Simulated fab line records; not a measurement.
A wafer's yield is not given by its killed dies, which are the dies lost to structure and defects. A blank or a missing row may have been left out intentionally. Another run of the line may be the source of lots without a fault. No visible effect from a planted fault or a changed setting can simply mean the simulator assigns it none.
Matching of chambers / flow n5_finfet / N5_BEOL_M15_DESCUM_15 on rie_diel-04: 4 sister chambers
The step chemistry O2, time 7.9 s. 8 wafers are shown with their chamber, then 10 later ones without.

== WAFERS, EACH WITH ITS CHAMBER ==
wafer=L086.1; chamber=1; showerhead_plenum_p_Torr (Torr)=2.12; throttle_valve_pct (%)=20.34
wafer=L086.2; chamber=3; showerhead_plenum_p_Torr (Torr)=2.23; throttle_valve_pct (%)=19.93
wafer=L086.3; chamber=0; showerhead_plenum_p_Torr (Torr)=2.15; throttle_valve_pct (%)=20.60
wafer=L085.4; chamber=3; showerhead_plenum_p_Torr (Torr)=2.23; throttle_valve_pct (%)=19.96
wafer=L087.2; chamber=0; showerhead_plenum_p_Torr (Torr)=2.15; throttle_valve_pct (%)=20.62
wafer=L087.6; chamber=2; showerhead_plenum_p_Torr (Torr)=2.05; throttle_valve_pct (%)=20.30
wafer=L090.3; chamber=2; showerhead_plenum_p_Torr (Torr)=2.05; throttle_valve_pct (%)=20.30
wafer=L090.4; chamber=1; showerhead_plenum_p_Torr (Torr)=2.11; throttle_valve_pct (%)=20.36

== WAFERS WITH NO CHAMBER GIVEN ==
wafer=L090.5; showerhead_plenum_p_Torr (Torr)=2.11; throttle_valve_pct (%)=20.37
wafer=L089.2; showerhead_plenum_p_Torr (Torr)=2.23; throttle_valve_pct (%)=19.96
wafer=L089.3; showerhead_plenum_p_Torr (Torr)=2.05; throttle_valve_pct (%)=20.30
wafer=L089.5; showerhead_plenum_p_Torr (Torr)=2.11; throttle_valve_pct (%)=20.37
wafer=L092.2; showerhead_plenum_p_Torr (Torr)=2.15; throttle_valve_pct (%)=20.64
wafer=L092.3; showerhead_plenum_p_Torr (Torr)=2.11; throttle_valve_pct (%)=20.37
wafer=L092.5; showerhead_plenum_p_Torr (Torr)=2.15; throttle_valve_pct (%)=20.64
wafer=L097.2; showerhead_plenum_p_Torr (Torr)=2.11; throttle_valve_pct (%)=20.39
wafer=L097.3; showerhead_plenum_p_Torr (Torr)=2.15; throttle_valve_pct (%)=20.64
wafer=L097.4; showerhead_plenum_p_Torr (Torr)=2.22; throttle_valve_pct (%)=19.98

== CHAMBER TAKEN BY EACH ==
wafer=L090.5; from the rows above=1; in truth=1
wafer=L089.2; from the rows above=3; in truth=3
wafer=L089.3; from the rows above=2; in truth=2
wafer=L089.5; from the rows above=1; in truth=1
wafer=L092.2; from the rows above=0; in truth=0
wafer=L092.3; from the rows above=1; in truth=1
wafer=L092.5; from the rows above=0; in truth=0
wafer=L097.2; from the rows above=1; in truth=1
wafer=L097.3; from the rows above=0; in truth=0
wafer=L097.4; from the rows above=3; in truth=3
10 of 10 placed correctly. Number that these rows cannot place: 0. Number placed wrongly: 0.
How it was worked out, from the rows above alone: a wafer's distance from a chamber is the root of the sum, over the readings, of the square of ((its reading less the chamber's mean) divided by the reading's scatter). If the next closest chamber is less than 2 further off than the closest, the wafer can't be placed; otherwise it belongs to the closest. The mean given for a chamber averages the wafers shown for that chamber. The scatter: the root of (the sum of the squares of (reading less its chamber's mean) over the shown wafers, divided by (wafers less chambers)).
